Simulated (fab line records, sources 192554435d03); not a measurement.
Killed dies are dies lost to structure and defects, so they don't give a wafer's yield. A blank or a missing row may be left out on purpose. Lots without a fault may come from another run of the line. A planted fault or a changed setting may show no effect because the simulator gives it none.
Chamber matching | flow n5_finfet | N5_BEOL_M2_VIA_ETCH_34 on rie_diel-03: 4 sister chambers
The step etches the open film in C4F6/O2, target depth 69.4 nm, time 65.9 s. 18 wafers are shown with their chamber, then 9 later ones without.

WAFERS WITH THEIR CHAMBER
wafer  | chamber | rf_vpp_V (V) | throttle_valve_pct (%) | drypump_motor_current_A (A)
L076.2 | 1       | 665          | 30.95                  | 5.92
L076.4 | 2       | 652          | 31.08                  | 6.08
L076.6 | 0       | 663          | 30.86                  | 5.46
L081.2 | 2       | 652          | 31.11                  | 6.07
L081.4 | 0       | 663          | 30.87                  | 5.45
L081.6 | 1       | 664          | 30.94                  | 5.95
L085.2 | 0       | 662          | 30.89                  | 5.50
L085.4 | 2       | 653          | 31.10                  | 6.07
L085.5 | 0       | 663          | 30.90                  | 5.45
L087.3 | 2       | 652          | 31.11                  | 6.07
L087.4 | 1       | 666          | 30.97                  | 5.93
L087.6 | 2       | 652          | 31.10                  | 6.08
L088.1 | 0       | 662          | 30.89                  | 5.43
L088.3 | 2       | 652          | 31.10                  | 6.05
L088.5 | 0       | 663          | 30.89                  | 5.45
L089.1 | 3       | 684          | 30.57                  | 5.90
L089.4 | 0       | 663          | 30.89                  | 5.47
L089.6 | 0       | 662          | 30.89                  | 5.44

SIGNATURES (means of the wafers above)
reading                 | chamber 0 | chamber 1 | chamber 2 | chamber 3 | scatter within a chamber
rf_vpp_V                | 662.62    | 665.00    | 652.17    | 684.00    | 0.58
throttle_valve_pct      | 30.8850   | 30.9533   | 31.1000   | 30.5700   | 0.0127
drypump_motor_current_A | 5.4562    | 5.9333    | 6.0700    | 5.9000    | 0.0174
Rule: a wafer's distance from a chamber is the root of the sum, over the readings, of the square of ((its reading less the chamber's mean) divided by the reading's scatter). The wafer belongs to the nearest chamber; if the next one is less than 2 further off, it can't be placed. The scatter: the root of (the sum of the squares of (reading less its chamber's mean) over the shown wafers, divided by (wafers less chambers)).

WAFERS WITHOUT THEIR CHAMBER
wafer  | rf_vpp_V (V) | throttle_valve_pct (%) | drypump_motor_current_A (A)
L091.2 | 666          | 30.98                  | 5.94
L091.3 | 662          | 30.90                  | 5.50
L091.5 | 664          | 30.99                  | 5.95
L092.1 | 650          | 31.12                  | 6.06
L092.4 | 662          | 30.92                  | 5.49
L092.5 | 662          | 30.91                  | 5.51
L095.1 | 665          | 30.99                  | 5.94
L095.3 | 650          | 31.13                  | 6.07
L095.6 | 652          | 31.13                  | 6.06

WHICH CHAMBER EACH WENT THROUGH
wafer  | from the rows above | in truth
L091.2 | 1                   | 1
L091.3 | 0                   | 0
L091.5 | 1                   | 1
L092.1 | 2                   | 2
L092.4 | 0                   | 0
L092.5 | 0                   | 0
L095.1 | 1                   | 1
L095.3 | 2                   | 2
L095.6 | 2                   | 2
Placed correctly: 9 of 9. Can't be placed from these rows: 0. Placed wrongly: 0.
